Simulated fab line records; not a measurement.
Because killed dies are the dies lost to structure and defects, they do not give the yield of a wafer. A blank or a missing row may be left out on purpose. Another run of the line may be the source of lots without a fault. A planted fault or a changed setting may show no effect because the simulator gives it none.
Chamber matching ; flow n5_finfet ; rie_si-05 running N5_ZERO_LAYER_ETCH_18: 4 sister chambers
The step etches Si in HBr/Cl2, target depth 120 nm, time 40 s. 4 wafers are shown with their chamber, then 8 later ones without.

WAFERS PAIRED WITH THEIR CHAMBERS
wafer;chamber;throttle_valve_pct (%)
L083.6;2;35.88
L084.2;3;36.29
L084.6;1;36.12
L085.3;0;36.98

WAFERS WITHOUT THEIR CHAMBER
wafer;throttle_valve_pct (%)
L085.4;35.88
L085.5;36.28
L091.2;36.28
L091.4;35.86
L091.6;35.90
L096.1;36.59
L096.3;35.88
L096.5;35.89

THE CHAMBER EACH PASSED THROUGH
wafer;from the rows above;in truth
L085.4;2;2
L085.5;can't be placed: 3 or 1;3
L091.2;can't be placed: 3 or 1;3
L091.4;2;2
L091.6;can't be placed: 2 or 1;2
L096.1;can't be placed: 3 or 0 or 1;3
L096.3;2;2
L096.5;2;2
Correctly placed: 4 of 8. Can't be placed from these rows: 4 (the true chamber is among the candidates in 4). Placed wrongly: 0.
How it was worked out, from the rows above alone: a wafer's distance from a chamber is the root of the sum, over the readings, of the square of ((its reading less the chamber's mean) divided by the reading's scatter). The wafer belongs to the nearest chamber; if the next one is less than 2 further off, it can't be placed. A chamber's mean is the mean of its shown wafers. The scatter: with one shown wafer a chamber, the root of the mean of the squares of how far each hidden wafer lies from its nearest shown one.
